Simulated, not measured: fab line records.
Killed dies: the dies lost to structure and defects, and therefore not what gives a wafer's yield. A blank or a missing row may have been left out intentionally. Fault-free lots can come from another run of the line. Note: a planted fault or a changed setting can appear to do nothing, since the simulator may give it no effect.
Which tool is to blame? || flow nand_harc || Sampling: 24 lots, 72 wafers, 6 of 1302 route steps

## WHAT EACH GAUGE READ, for each wafer
NHARC_A_CONTACT_CD_MEAS_15. Usual: cd_nm at 189.9 nm, with a standard deviation of 0.67.
{"lot": "L074", "measured": "day 22 18:53", "on": "cd_sem-02", "cd_nm (nm)": "188.7 189.2 189.3", "flag": ""}
{"lot": "L076", "measured": "day 22 19:01", "on": "cd_sem-02", "cd_nm (nm)": "191.2 190.6 190.9", "flag": ""}
{"lot": "L075", "measured": "day 22 23:28", "on": "cd_sem-03", "cd_nm (nm)": "190.3 190.0 190.2", "flag": ""}
{"lot": "L077", "measured": "day 23 13:13", "on": "cd_sem-03", "cd_nm (nm)": "191.5 191.0 190.4", "flag": ""}
{"lot": "L078", "measured": "day 23 19:15", "on": "cd_sem-01", "cd_nm (nm)": "189.9 190.3 189.7", "flag": ""}
{"lot": "L080", "measured": "day 24 19:44", "on": "cd_sem-01", "cd_nm (nm)": "190.6 191.7 190.5", "flag": ""}
{"lot": "L079", "measured": "day 24 20:23", "on": "cd_sem-01", "cd_nm (nm)": "189.7 190.1 190.0", "flag": ""}
{"lot": "L083", "measured": "day 25 23:38", "on": "cd_sem-03", "cd_nm (nm)": "190.3 191.0 190.7", "flag": ""}
{"lot": "L081", "measured": "day 26 17:39", "on": "cd_sem-03", "cd_nm (nm)": "190.0 190.0 190.6", "flag": ""}
{"lot": "L082", "measured": "day 27 00:27", "on": "cd_sem-02", "cd_nm (nm)": "189.5 189.7 189.8", "flag": ""}
{"lot": "L085", "measured": "day 27 02:49", "on": "cd_sem-03", "cd_nm (nm)": "189.7 189.5 190.1", "flag": ""}
{"lot": "L084", "measured": "day 27 04:22", "on": "cd_sem-01", "cd_nm (nm)": "190.0 189.4 190.0", "flag": ""}
{"lot": "L087", "measured": "day 27 20:14", "on": "cd_sem-02", "cd_nm (nm)": "190.6 191.7 190.9", "flag": ""}
{"lot": "L086", "measured": "day 27 23:38", "on": "cd_sem-02", "cd_nm (nm)": "188.9 189.3 189.3", "flag": ""}
{"lot": "L088", "measured": "day 28 23:03", "on": "cd_sem-01", "cd_nm (nm)": "188.8 189.2 189.4", "flag": ""}
{"lot": "L089", "measured": "day 29 10:28", "on": "cd_sem-01", "cd_nm (nm)": "188.8 189.0 189.0", "flag": ""}
{"lot": "L090", "measured": "day 29 12:49", "on": "cd_sem-01", "cd_nm (nm)": "190.2 189.4 190.0", "flag": ""}
{"lot": "L091", "measured": "day 30 02:38", "on": "cd_sem-02", "cd_nm (nm)": "189.8 189.7 189.1", "flag": ""}
{"lot": "L092", "measured": "day 30 03:22", "on": "cd_sem-02", "cd_nm (nm)": "189.5 190.4 190.1", "flag": ""}
{"lot": "L093", "measured": "day 30 09:12", "on": "cd_sem-02", "cd_nm (nm)": "189.6 189.5 189.3", "flag": ""}
{"lot": "L095", "measured": "day 31 01:48", "on": "cd_sem-01", "cd_nm (nm)": "189.5 189.9 189.8", "flag": ""}
{"lot": "L094", "measured": "day 31 02:05", "on": "cd_sem-01", "cd_nm (nm)": "188.8 189.7 189.5", "flag": ""}
{"lot": "L096", "measured": "day 31 19:05", "on": "cd_sem-01", "cd_nm (nm)": "189.4 189.5 189.4", "flag": ""}
{"lot": "L097", "measured": "day 31 23:05", "on": "cd_sem-03", "cd_nm (nm)": "190.2 190.0 189.3", "flag": ""}

## WHAT TOOL EACH LOT RAN ON (gives the tool, then ch and the chambers of the sampled wafers, and finally the start)
{"lot": "L074", "NHARC_A_CONTACT_ETCH_125": "har_cap_etch-03 ch 0,1, day 22 07:11", "NHARC_A_CONTACT_ETCH_129": "har_cap_etch-03 ch 0,1, day 22 07:54", "NHARC_A_CONTACT_ETCH_132": "har_cap_etch-03 ch 0,1, day 22 08:26", "NHARC_A_CONTACT_ETCH_89": "rie_diel-13 ch 0,1,2, day 22 14:29 or earlier", "NHARC_A_CONTACT_ETCH_134": "har_cap_etch-02 ch 0,1, day 22 14:29"}
{"lot": "L076", "NHARC_A_CONTACT_ETCH_125": "har_cap_etch-02 ch 0, day 22 08:40", "NHARC_A_CONTACT_ETCH_129": "har_cap_etch-02 ch 0, day 22 09:22", "NHARC_A_CONTACT_ETCH_132": "har_cap_etch-02 ch 0, day 22 09:54", "NHARC_A_CONTACT_ETCH_89": "rie_diel-13 ch 1,3, day 22 15:49 or earlier", "NHARC_A_CONTACT_ETCH_134": "har_cap_etch-03 ch 0, day 22 15:49"}
{"lot": "L075", "NHARC_A_CONTACT_ETCH_125": "har_cap_etch-03 ch 0,1, day 22 10:32", "NHARC_A_CONTACT_ETCH_129": "har_cap_etch-03 ch 0,1, day 22 11:15", "NHARC_A_CONTACT_ETCH_132": "har_cap_etch-03 ch 0,1, day 22 11:47", "NHARC_A_CONTACT_ETCH_89": "rie_diel-11 ch 1,2, day 22 21:22 or earlier", "NHARC_A_CONTACT_ETCH_134": "har_cap_etch-01 ch 0,1, day 22 21:22"}
{"lot": "L077", "NHARC_A_CONTACT_ETCH_125": "har_cap_etch-03 ch 0,1, day 23 03:53", "NHARC_A_CONTACT_ETCH_129": "har_cap_etch-03 ch 0,1, day 23 04:36", "NHARC_A_CONTACT_ETCH_132": "har_cap_etch-03 ch 0,1, day 23 05:08", "NHARC_A_CONTACT_ETCH_89": "rie_diel-08 ch 0,2,3, day 23 11:10 or earlier", "NHARC_A_CONTACT_ETCH_134": "har_cap_etch-02 ch 0,1, day 23 11:10"}
{"lot": "L078", "NHARC_A_CONTACT_ETCH_125": "har_cap_etch-01 ch 0,1, day 23 08:22", "NHARC_A_CONTACT_ETCH_129": "har_cap_etch-01 ch 0,1, day 23 09:18", "NHARC_A_CONTACT_ETCH_132": "har_cap_etch-01 ch 0,1, day 23 09:50", "NHARC_A_CONTACT_ETCH_89": "rie_diel-13 ch 0,2, day 23 17:11 or earlier", "NHARC_A_CONTACT_ETCH_134": "har_cap_etch-03 ch 0,1, day 23 17:11"}
{"lot": "L080", "NHARC_A_CONTACT_ETCH_125": "har_cap_etch-03 ch 0,1, day 24 10:34", "NHARC_A_CONTACT_ETCH_129": "har_cap_etch-03 ch 0,1, day 24 11:16", "NHARC_A_CONTACT_ETCH_132": "har_cap_etch-03 ch 0,1, day 24 11:49", "NHARC_A_CONTACT_ETCH_89": "rie_diel-13 ch 0,1,3, day 24 17:46 or earlier", "NHARC_A_CONTACT_ETCH_134": "har_cap_etch-02 ch 0,1, day 24 17:46"}
{"lot": "L079", "NHARC_A_CONTACT_ETCH_125": "har_cap_etch-01 ch 0,1, day 24 11:11", "NHARC_A_CONTACT_ETCH_129": "har_cap_etch-01 ch 0,1, day 24 11:53", "NHARC_A_CONTACT_ETCH_132": "har_cap_etch-01 ch 0,1, day 24 12:25", "NHARC_A_CONTACT_ETCH_89": "rie_diel-11 ch 0,1, day 24 18:19 or earlier", "NHARC_A_CONTACT_ETCH_134": "har_cap_etch-03 ch 0,1, day 24 18:19"}
{"lot": "L083", "NHARC_A_CONTACT_ETCH_125": "har_cap_etch-02 ch 1, day 25 13:59", "NHARC_A_CONTACT_ETCH_129": "har_cap_etch-02 ch 1, day 25 14:41", "NHARC_A_CONTACT_ETCH_132": "har_cap_etch-02 ch 1, day 25 15:13", "NHARC_A_CONTACT_ETCH_89": "rie_diel-11 ch 0,2,3, day 25 21:37 or earlier", "NHARC_A_CONTACT_ETCH_134": "har_cap_etch-02 ch 0,1, day 25 21:37"}
{"lot": "L081", "NHARC_A_CONTACT_ETCH_125": "har_cap_etch-02 ch 0,1, day 26 05:04", "NHARC_A_CONTACT_ETCH_129": "har_cap_etch-02 ch 0,1, day 26 06:01", "NHARC_A_CONTACT_ETCH_132": "har_cap_etch-02 ch 0,1, day 26 06:43", "NHARC_A_CONTACT_ETCH_89": "rie_diel-13 ch 0,3, day 26 15:35 or earlier", "NHARC_A_CONTACT_ETCH_134": "har_cap_etch-02 ch 0,1, day 26 15:35"}
{"lot": "L082", "NHARC_A_CONTACT_ETCH_125": "har_cap_etch-03 ch 0,1, day 26 08:41", "NHARC_A_CONTACT_ETCH_129": "har_cap_etch-03 ch 0,1, day 26 09:38", "NHARC_A_CONTACT_ETCH_132": "har_cap_etch-03 ch 0,1, day 26 10:20", "NHARC_A_CONTACT_ETCH_89": "rie_diel-13 ch 0,2,3, day 26 22:23 or earlier", "NHARC_A_CONTACT_ETCH_134": "har_cap_etch-01 ch 0,1, day 26 22:23"}
{"lot": "L085", "NHARC_A_CONTACT_ETCH_125": "har_cap_etch-01 ch 0,1, day 26 13:44", "NHARC_A_CONTACT_ETCH_129": "har_cap_etch-01 ch 0,1, day 26 14:26", "NHARC_A_CONTACT_ETCH_132": "har_cap_etch-01 ch 0,1, day 26 14:58", "NHARC_A_CONTACT_ETCH_89": "rie_diel-13 ch 0,2,3, day 27 00:50 or earlier", "NHARC_A_CONTACT_ETCH_134": "har_cap_etch-01 ch 0,1, day 27 00:50"}
{"lot": "L084", "NHARC_A_CONTACT_ETCH_125": "har_cap_etch-03 ch 0,1, day 26 16:52", "NHARC_A_CONTACT_ETCH_129": "har_cap_etch-03 ch 0,1, day 26 17:35", "NHARC_A_CONTACT_ETCH_132": "har_cap_etch-03 ch 0,1, day 26 18:07", "NHARC_A_CONTACT_ETCH_89": "rie_diel-08 ch 1,2, day 27 02:18 or earlier", "NHARC_A_CONTACT_ETCH_134": "har_cap_etch-01 ch 0,1, day 27 02:18"}
{"lot": "L087", "NHARC_A_CONTACT_ETCH_125": "har_cap_etch-02 ch 0,1, day 27 10:44", "NHARC_A_CONTACT_ETCH_129": "har_cap_etch-02 ch 0,1, day 27 11:27", "NHARC_A_CONTACT_ETCH_132": "har_cap_etch-02 ch 0,1, day 27 11:58", "NHARC_A_CONTACT_ETCH_89": "rie_diel-13 ch 1,2, day 27 18:11 or earlier", "NHARC_A_CONTACT_ETCH_134": "har_cap_etch-03 ch 0,1, day 27 18:11"}
{"lot": "L086", "NHARC_A_CONTACT_ETCH_125": "har_cap_etch-01 ch 0,1, day 27 13:38", "NHARC_A_CONTACT_ETCH_129": "har_cap_etch-01 ch 0,1, day 27 14:21", "NHARC_A_CONTACT_ETCH_132": "har_cap_etch-01 ch 0,1, day 27 14:52", "NHARC_A_CONTACT_ETCH_89": "rie_diel-13 ch 0,1,3, day 27 21:34 or earlier", "NHARC_A_CONTACT_ETCH_134": "har_cap_etch-02 ch 0,1, day 27 21:34"}
{"lot": "L088", "NHARC_A_CONTACT_ETCH_125": "har_cap_etch-01 ch 0, day 28 12:15", "NHARC_A_CONTACT_ETCH_129": "har_cap_etch-01 ch 0, day 28 12:57", "NHARC_A_CONTACT_ETCH_132": "har_cap_etch-01 ch 0, day 28 13:29", "NHARC_A_CONTACT_ETCH_89": "rie_diel-11 ch 1,2, day 28 20:59 or earlier", "NHARC_A_CONTACT_ETCH_134": "har_cap_etch-01 ch 0, day 28 20:59"}
{"lot": "L089", "NHARC_A_CONTACT_ETCH_125": "har_cap_etch-03 ch 0,1, day 28 19:59", "NHARC_A_CONTACT_ETCH_129": "har_cap_etch-03 ch 0,1, day 28 20:41", "NHARC_A_CONTACT_ETCH_132": "har_cap_etch-03 ch 0,1, day 28 21:13", "NHARC_A_CONTACT_ETCH_89": "rie_diel-13 ch 0,1,2, day 29 08:26 or earlier", "NHARC_A_CONTACT_ETCH_134": "har_cap_etch-02 ch 0, day 29 08:26"}
{"lot": "L090", "NHARC_A_CONTACT_ETCH_125": "har_cap_etch-02 ch 0,1, day 28 23:15", "NHARC_A_CONTACT_ETCH_129": "har_cap_etch-02 ch 0,1, day 28 23:58", "NHARC_A_CONTACT_ETCH_132": "har_cap_etch-02 ch 0,1, day 29 00:29", "NHARC_A_CONTACT_ETCH_89": "rie_diel-13 ch 0,1,3, day 29 10:46 or earlier", "NHARC_A_CONTACT_ETCH_134": "har_cap_etch-03 ch 0,1, day 29 10:46"}
{"lot": "L091", "NHARC_A_CONTACT_ETCH_125": "har_cap_etch-02 ch 0,1, day 29 16:31", "NHARC_A_CONTACT_ETCH_129": "har_cap_etch-02 ch 0,1, day 29 17:14", "NHARC_A_CONTACT_ETCH_132": "har_cap_etch-02 ch 0,1, day 29 17:46", "NHARC_A_CONTACT_ETCH_89": "rie_diel-11 ch 0,1,2, day 30 00:40 or earlier", "NHARC_A_CONTACT_ETCH_134": "har_cap_etch-02 ch 0,1, day 30 00:40"}
{"lot": "L092", "NHARC_A_CONTACT_ETCH_125": "har_cap_etch-03 ch 0,1, day 29 17:17", "NHARC_A_CONTACT_ETCH_129": "har_cap_etch-03 ch 0,1, day 29 18:00", "NHARC_A_CONTACT_ETCH_132": "har_cap_etch-03 ch 0,1, day 29 18:32", "NHARC_A_CONTACT_ETCH_89": "rie_diel-13 ch 0,1,3, day 30 01:19 or earlier", "NHARC_A_CONTACT_ETCH_134": "har_cap_etch-03 ch 0,1, day 30 01:19"}
{"lot": "L093", "NHARC_A_CONTACT_ETCH_125": "har_cap_etch-01 ch 0,1, day 30 00:09", "NHARC_A_CONTACT_ETCH_129": "har_cap_etch-01 ch 0,1, day 30 00:51", "NHARC_A_CONTACT_ETCH_132": "har_cap_etch-01 ch 0,1, day 30 01:23", "NHARC_A_CONTACT_ETCH_89": "rie_diel-11 ch 2,3, day 30 07:14 or earlier", "NHARC_A_CONTACT_ETCH_134": "har_cap_etch-03 ch 0,1, day 30 07:14"}
{"lot": "L095", "NHARC_A_CONTACT_ETCH_125": "har_cap_etch-03 ch 0,1, day 30 16:23", "NHARC_A_CONTACT_ETCH_129": "har_cap_etch-03 ch 0,1, day 30 17:06", "NHARC_A_CONTACT_ETCH_132": "har_cap_etch-03 ch 0,1, day 30 17:38", "NHARC_A_CONTACT_ETCH_89": "rie_diel-13 ch 1,2, day 30 23:44 or earlier", "NHARC_A_CONTACT_ETCH_134": "har_cap_etch-03 ch 0,1, day 30 23:44"}
{"lot": "L094", "NHARC_A_CONTACT_ETCH_125": "har_cap_etch-01 ch 0,1, day 30 16:53", "NHARC_A_CONTACT_ETCH_129": "har_cap_etch-01 ch 0,1, day 30 17:35", "NHARC_A_CONTACT_ETCH_132": "har_cap_etch-01 ch 0,1, day 30 18:07", "NHARC_A_CONTACT_ETCH_89": "rie_diel-11 ch 1,2,3, day 31 00:02 or earlier", "NHARC_A_CONTACT_ETCH_134": "har_cap_etch-01 ch 0,1, day 31 00:02"}
{"lot": "L096", "NHARC_A_CONTACT_ETCH_125": "har_cap_etch-03 ch 0,1, day 31 09:27", "NHARC_A_CONTACT_ETCH_129": "har_cap_etch-03 ch 0,1, day 31 10:09", "NHARC_A_CONTACT_ETCH_132": "har_cap_etch-03 ch 0,1, day 31 10:41", "NHARC_A_CONTACT_ETCH_89": "rie_diel-13 ch 0,2, day 31 17:02 or earlier", "NHARC_A_CONTACT_ETCH_134": "har_cap_etch-02 ch 0,1, day 31 17:02"}
{"lot": "L097", "NHARC_A_CONTACT_ETCH_125": "har_cap_etch-01 ch 0,1, day 31 12:58", "NHARC_A_CONTACT_ETCH_129": "har_cap_etch-01 ch 0,1, day 31 13:41", "NHARC_A_CONTACT_ETCH_132": "har_cap_etch-01 ch 0,1, day 31 14:13", "NHARC_A_CONTACT_ETCH_89": "rie_diel-13 ch 1,2,3, day 31 21:01 or earlier", "NHARC_A_CONTACT_ETCH_134": "har_cap_etch-03 ch 0,1, day 31 21:01"}
- NHARC_A_CONTACT_ETCH_125: etches the open film in C4F8/O2/Ar, time 197 s, target depth 1918 nm.
- NHARC_A_CONTACT_ETCH_129: etches the open film in C4F8/O2/Ar, time 197 s, target depth 1918 nm.
- NHARC_A_CONTACT_ETCH_132: etches the open film in C4F8/O2/Ar, time 197 s, target depth 1924 nm.
- NHARC_A_CONTACT_ETCH_89: etches the open film in N2/H2, target depth 260 nm, time 475.3 s.
- NHARC_A_CONTACT_ETCH_134: etches the open film in C4F8/O2/Ar, time 140 s, target depth 700 nm.

## WHAT THE TOOLS THEMSELVES READ (means of the sampled wafers that have a number; where no wafer has one, the mark that the record gives instead)
NHARC_A_CONTACT_ETCH_89. Usual: drypump_motor_current_A 5.5 A, standard deviation 0.37; oes_product_au 1.004 a.u., standard deviation 0.0096; rf_vpp_V 428.6 V, standard deviation 1.4; showerhead_plenum_p_Torr 1.97 Torr, standard deviation 0.042; throttle_valve_pct 14.170 %, standard deviation 0.01.
{"lot": "L074", "tool": "rie_diel-13", "drypump_motor_current_A (A)": 5.5, "oes_product_au (a.u.)": 1.002, "rf_vpp_V (V)": 428.4, "showerhead_plenum_p_Torr (Torr)": 1.95, "throttle_valve_pct (%)": 14.171, "flag": ""}
{"lot": "L076", "tool": "rie_diel-13", "drypump_motor_current_A (A)": 5.3, "oes_product_au (a.u.)": 1.005, "rf_vpp_V (V)": 429.9, "showerhead_plenum_p_Torr (Torr)": 2.01, "throttle_valve_pct (%)": 14.175, "flag": ""}
{"lot": "L075", "tool": "rie_diel-11", "drypump_motor_current_A (A)": 5.5, "oes_product_au (a.u.)": 0.989, "rf_vpp_V (V)": 428.4, "showerhead_plenum_p_Torr (Torr)": 1.98, "throttle_valve_pct (%)": 14.159, "flag": ""}
{"lot": "L077", "tool": "rie_diel-08", "drypump_motor_current_A (A)": 5.9, "oes_product_au (a.u.)": 0.988, "rf_vpp_V (V)": 429.6, "showerhead_plenum_p_Torr (Torr)": 1.99, "throttle_valve_pct (%)": 14.163, "flag": ""}
{"lot": "L078", "tool": "rie_diel-13", "drypump_motor_current_A (A)": 5.9, "oes_product_au (a.u.)": 1.009, "rf_vpp_V (V)": 426.7, "showerhead_plenum_p_Torr (Torr)": 1.91, "throttle_valve_pct (%)": 14.159, "flag": ""}
{"lot": "L080", "tool": "rie_diel-13", "drypump_motor_current_A (A)": 5.3, "oes_product_au (a.u.)": 1.002, "rf_vpp_V (V)": 428.9, "showerhead_plenum_p_Torr (Torr)": 1.98, "throttle_valve_pct (%)": 14.175, "flag": ""}
{"lot": "L079", "tool": "rie_diel-11", "drypump_motor_current_A (A)": 5.9, "oes_product_au (a.u.)": 0.992, "rf_vpp_V (V)": 430.1, "showerhead_plenum_p_Torr (Torr)": 1.99, "throttle_valve_pct (%)": 14.165, "flag": ""}
{"lot": "L083", "tool": "rie_diel-11", "drypump_motor_current_A (A)": 5.4, "oes_product_au (a.u.)": 0.999, "rf_vpp_V (V)": 429.4, "showerhead_plenum_p_Torr (Torr)": 2.00, "throttle_valve_pct (%)": 14.169, "flag": ""}
{"lot": "L081", "tool": "rie_diel-13", "drypump_motor_current_A (A)": 5.3, "oes_product_au (a.u.)": 1.003, "rf_vpp_V (V)": 428.1, "showerhead_plenum_p_Torr (Torr)": 1.95, "throttle_valve_pct (%)": 14.163, "flag": ""}
{"lot": "L082", "tool": "rie_diel-13", "drypump_motor_current_A (A)": 5.6, "oes_product_au (a.u.)": 1.011, "rf_vpp_V (V)": 427.9, "showerhead_plenum_p_Torr (Torr)": 1.94, "throttle_valve_pct (%)": 14.168, "flag": ""}
{"lot": "L085", "tool": "rie_diel-13", "drypump_motor_current_A (A)": 5.6, "oes_product_au (a.u.)": 1.013, "rf_vpp_V (V)": 427.3, "showerhead_plenum_p_Torr (Torr)": 1.94, "throttle_valve_pct (%)": 14.169, "flag": ""}
{"lot": "L084", "tool": "rie_diel-08", "drypump_motor_current_A (A)": 5.8, "oes_product_au (a.u.)": 0.998, "rf_vpp_V (V)": 429.6, "showerhead_plenum_p_Torr (Torr)": 2.00, "throttle_valve_pct (%)": 14.167, "flag": ""}
{"lot": "L087", "tool": "rie_diel-13", "drypump_motor_current_A (A)": 5.5, "oes_product_au (a.u.)": 1.014, "rf_vpp_V (V)": 429.3, "showerhead_plenum_p_Torr (Torr)": 1.98, "throttle_valve_pct (%)": 14.163, "flag": ""}
{"lot": "L086", "tool": "rie_diel-13", "drypump_motor_current_A (A)": 5.3, "oes_product_au (a.u.)": 1.011, "rf_vpp_V (V)": 428.8, "showerhead_plenum_p_Torr (Torr)": 1.98, "throttle_valve_pct (%)": 14.172, "flag": ""}
{"lot": "L088", "tool": "rie_diel-11", "drypump_motor_current_A (A)": 5.6, "oes_product_au (a.u.)": 0.993, "rf_vpp_V (V)": 429.4, "showerhead_plenum_p_Torr (Torr)": 1.97, "throttle_valve_pct (%)": 14.161, "flag": ""}
{"lot": "L089", "tool": "rie_diel-13", "drypump_motor_current_A (A)": 5.6, "oes_product_au (a.u.)": 1.008, "rf_vpp_V (V)": 428.5, "showerhead_plenum_p_Torr (Torr)": 1.95, "throttle_valve_pct (%)": 14.159, "flag": ""}
{"lot": "L090", "tool": "rie_diel-13", "drypump_motor_current_A (A)": 5.3, "oes_product_au (a.u.)": 0.999, "rf_vpp_V (V)": 429.1, "showerhead_plenum_p_Torr (Torr)": 1.98, "throttle_valve_pct (%)": 14.176, "flag": ""}
{"lot": "L091", "tool": "rie_diel-11", "drypump_motor_current_A (A)": 5.7, "oes_product_au (a.u.)": 1.005, "rf_vpp_V (V)": 428.3, "showerhead_plenum_p_Torr (Torr)": 1.98, "throttle_valve_pct (%)": 14.166, "flag": ""}
{"lot": "L092", "tool": "rie_diel-13", "drypump_motor_current_A (A)": 5.3, "oes_product_au (a.u.)": 1.002, "rf_vpp_V (V)": 428.6, "showerhead_plenum_p_Torr (Torr)": 1.97, "throttle_valve_pct (%)": 14.170, "flag": ""}
{"lot": "L093", "tool": "rie_diel-11", "drypump_motor_current_A (A)": 5.2, "oes_product_au (a.u.)": 1.002, "rf_vpp_V (V)": 429.0, "showerhead_plenum_p_Torr (Torr)": 1.97, "throttle_valve_pct (%)": 14.173, "flag": ""}
{"lot": "L095", "tool": "rie_diel-13", "drypump_motor_current_A (A)": 5.9, "oes_product_au (a.u.)": 1.006, "rf_vpp_V (V)": 427.0, "showerhead_plenum_p_Torr (Torr)": 1.94, "throttle_valve_pct (%)": 14.165, "flag": ""}
{"lot": "L094", "tool": "rie_diel-11", "drypump_motor_current_A (A)": 5.4, "oes_product_au (a.u.)": 1.000, "rf_vpp_V (V)": 429.0, "showerhead_plenum_p_Torr (Torr)": 1.98, "throttle_valve_pct (%)": 14.175, "flag": ""}
{"lot": "L096", "tool": "rie_diel-13", "drypump_motor_current_A (A)": 5.5, "oes_product_au (a.u.)": 0.998, "rf_vpp_V (V)": 426.6, "showerhead_plenum_p_Torr (Torr)": 1.91, "throttle_valve_pct (%)": 14.172, "flag": ""}
{"lot": "L097", "tool": "rie_diel-13", "drypump_motor_current_A (A)": 5.6, "oes_product_au (a.u.)": 1.008, "rf_vpp_V (V)": 427.6, "showerhead_plenum_p_Torr (Torr)": 1.97, "throttle_valve_pct (%)": 14.174, "flag": ""}

## THE ANSWER, worked out from the rows above alone
Rule: lot off if the mean of its wafers having a number is beyond 3 standard deviations from the usual mean. Also off: a lot with no number at a reading for which 4 or more lots have one. Where the step has rows for the other lots, those lots are counted as sound. After the gauges, taken in route order, come the tools' own readings; for these a lot's mean is taken, as printed above. The first step at which some lot is off is used, and at that step the reading that is off furthest; a lot without a number counts as furthest.
Across all readings shown, no lot is off: no conclusion can be drawn from this.

## WHAT THE SIMULATOR HAD PUT IN
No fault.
